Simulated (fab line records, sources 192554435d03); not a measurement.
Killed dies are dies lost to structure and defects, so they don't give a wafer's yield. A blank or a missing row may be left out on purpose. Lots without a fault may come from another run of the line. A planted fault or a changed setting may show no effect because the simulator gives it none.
Chamber matching | flow n5_finfet | N5_BEOL_M5_STRIP_19 on rie_diel-01: 4 sister chambers
The step strips in O2. 4 wafers are shown with their chamber, then 10 later ones without.

WAFERS WITH THEIR CHAMBER
wafer  | chamber | drypump_motor_current_A (A)
L089.1 | 0       | 6.07
L088.4 | 2       | 5.59
L091.3 | 1       | 6.23
L091.4 | 3       | 5.91

WAFERS WITHOUT THEIR CHAMBER
wafer  | drypump_motor_current_A (A)
L091.6 | 5.62
L094.1 | 6.08
L094.2 | 5.89
L094.3 | 6.24
L094.4 | 5.60
L094.5 | 6.22
L094.6 | 5.59
L096.2 | 6.19
L096.4 | 5.55
L096.5 | 6.21

WHICH CHAMBER EACH WENT THROUGH
wafer  | from the rows above | in truth
L091.6 | 2                   | 2
L094.1 | 0                   | 0
L094.2 | 3                   | 3
L094.3 | 1                   | 1
L094.4 | 2                   | 2
L094.5 | 1                   | 1
L094.6 | 2                   | 2
L096.2 | 1                   | 1
L096.4 | 2                   | 2
L096.5 | 1                   | 1
Placed correctly: 10 of 10. Can't be placed from these rows: 0. Placed wrongly: 0.
How it was worked out, from the rows above alone: a wafer's distance from a chamber is the root of the sum, over the readings, of the square of ((its reading less the chamber's mean) divided by the reading's scatter). The wafer belongs to the nearest chamber; if the next one is less than 2 further off, it can't be placed. A chamber's mean is the mean of its shown wafers. The scatter: with one shown wafer a chamber, the root of the mean of the squares of how far each hidden wafer lies from its nearest shown one.
